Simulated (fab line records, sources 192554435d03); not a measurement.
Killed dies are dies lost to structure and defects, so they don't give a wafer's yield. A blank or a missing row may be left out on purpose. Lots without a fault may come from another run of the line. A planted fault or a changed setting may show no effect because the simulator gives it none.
Chamber matching | flow n5_finfet | N5_FIN_SAQP_MANDREL_ETCH_22 on rie_si-05: 4 sister chambers
The step etches a-Si in HBr/Cl2, stops on SiNx, target depth 60 nm, bt time 10 s, time 30 s. 4 wafers are shown with their chamber, then 7 later ones without.

WAFERS WITH THEIR CHAMBER
wafer  | chamber | throttle_valve_pct (%)
L082.1 | 2       | 34.7
L083.4 | 1       | 35.7
L088.1 | 0       | 35.6
L088.3 | 3       | 35.6

WAFERS WITHOUT THEIR CHAMBER
wafer  | throttle_valve_pct (%)
L088.4 | 35.7
L095.1 | 34.7
L095.3 | 35.6
L095.5 | 35.7
L097.1 | 35.5
L097.2 | 34.7
L097.4 | 35.7

WHICH CHAMBER EACH WENT THROUGH
wafer  | from the rows above     | in truth
L088.4 | 1                       | 1
L095.1 | 2                       | 2
L095.3 | can't be placed: 0 or 3 | 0
L095.5 | 1                       | 1
L097.1 | can't be placed: 0 or 3 | 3
L097.2 | 2                       | 2
L097.4 | 1                       | 1
Placed correctly: 5 of 7. Can't be placed from these rows: 2 (the true chamber is among the candidates in 2). Placed wrongly: 0.
How it was worked out, from the rows above alone: a wafer's distance from a chamber is the root of the sum, over the readings, of the square of ((its reading less the chamber's mean) divided by the reading's scatter). The wafer belongs to the nearest chamber; if the next one is less than 2 further off, it can't be placed. A chamber's mean is the mean of its shown wafers. The scatter: with one shown wafer a chamber, the root of the mean of the squares of how far each hidden wafer lies from its nearest shown one.
